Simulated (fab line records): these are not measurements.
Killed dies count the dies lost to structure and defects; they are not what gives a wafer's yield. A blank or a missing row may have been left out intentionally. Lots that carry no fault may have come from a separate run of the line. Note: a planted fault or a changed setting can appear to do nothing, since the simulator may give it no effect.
Split-lot trial | flow n5Finfet | 7 lots, 21 wafers read, on a route of 1938 steps

== THE SPLIT ITSELF ==
At N5_BEOL_M3_ETCH_41 (etches SiCN in CH3F/O2, target depth 29.9 nm, time 52.5 s), the setting targetDepthA was moved away from the recipe's 299 angstrom on 4 of the 21 wafers read, by -8.3% to +9.7%. For the rest of the wafers, this setting stayed at what the recipe calls for.

The reading is taken at the split's own step.

== THE READING ==
etch.depthNm (the simulator's own value, which no gauge read), in nm, at N5_BEOL_M3_ETCH_41 (etches SiCN in CH3F/O2, target depth 29.9 nm, time 52.5 s). The file gives no usual value for it. Across the 17 wafers here that went through the recipe, the average is 19.60 nm and the standard deviation 0.21 nm.

wafer  | tool, chamber at the split | targetDepthA as run, angstrom | against the recipe | etch.depthNm, nm | against lot-mates on the recipe
L085.1 | rieDiel-04, 3              | 274.1                         | -8.3%              | 18.37            | -1.45
L085.2 | rieDiel-04, 0              | 299                           | recipe             | 19.82            | -
L085.3 | rieDiel-04, 2              | 299                           | recipe             | 19.83            | -
L086.1 | rieDiel-06, 2              | 299                           | recipe             | 19.57            | -
L086.2 | rieDiel-06, 3              | 299                           | recipe             | 20.07            | -
L086.4 | rieDiel-06, 1              | 284.6                         | -4.8%              | 19.04            | -0.78
L088.3 | rieDiel-03, 0              | 327.9                         | +9.7%              | 21.26            | +1.73
L088.4 | rieDiel-03, 2              | 299                           | recipe             | 19.45            | -
L088.6 | rieDiel-03, 2              | 299                           | recipe             | 19.61            | -
L089.1 | rieDiel-06, 0              | 282.6                         | -5.5%              | 18.31            | -1.46
L089.4 | rieDiel-06, 3              | 299                           | recipe             | 19.81            | -
L089.6 | rieDiel-06, 3              | 299                           | recipe             | 19.73            | -
L091.2 | rieDiel-03, 0              | 299                           | recipe             | 19.37            | -
L091.3 | rieDiel-03, 3              | 299                           | recipe             | 19.38            | -
L091.5 | rieDiel-03, 3              | 299                           | recipe             | 19.44            | -
L090.1 | rieDiel-03, 1              | 299                           | recipe             | 19.86            | -
L090.4 | rieDiel-03, 2              | 299                           | recipe             | 19.56            | -
L090.6 | rieDiel-03, 0              | 299                           | recipe             | 19.44            | -
L096.4 | rieDiel-03, 0              | 299                           | recipe             | 19.35            | -
L096.5 | rieDiel-03, 0              | 299                           | recipe             | 19.44            | -
L096.6 | rieDiel-03, 3              | 299                           | recipe             | 19.47            | -

FIT RESULTS
A straight line over all 21 wafers: etch.depthNm changes by +0.167 nm for each +1% of targetDepthA; r = +0.93; the points scatter about the line by 0.22 nm.
The same after taking each lot's own level away (the mean of its wafers on the recipe; 21 wafers): +0.187 nm for each +1%; r = +0.97; scatter 0.16 nm.
Per that fit: largest targetDepthA move, reading shift of 1.8 nm.
From 19.397 to 19.825 nm: that is the span of the lots' own levels, equal to 2.1 times the standard deviation above.
Thus the slope moves with the lot-to-lot level: the two fits are different.
Check: for one of the wafers moved furthest among these (+9.7%), held out of the fit, the line's prediction against its lot-mates is +1.87 nm. It came out at +1.73 nm against them.

== THESE WAFERS: OTHER SPLITS ==
Before the reading, these wafers also passed through other splits. Each is held against what the fit with the lots' levels taken away leaves over:
other split on the same wafers | wafers away from the commonest value | r with etch.depthNm (lot level and that fit taken away)
N5_BEOL_M2_COAT_22 spinRpm     | 9                                    | +0.47
N5_BEOL_M3_ILD_DEP_00 timeS    | 11                                   | +0.07

== THE FILE'S OWN FIT ==
etch.depthNm changes by +0.188 nm for each +1% of targetDepthA, r = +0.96.
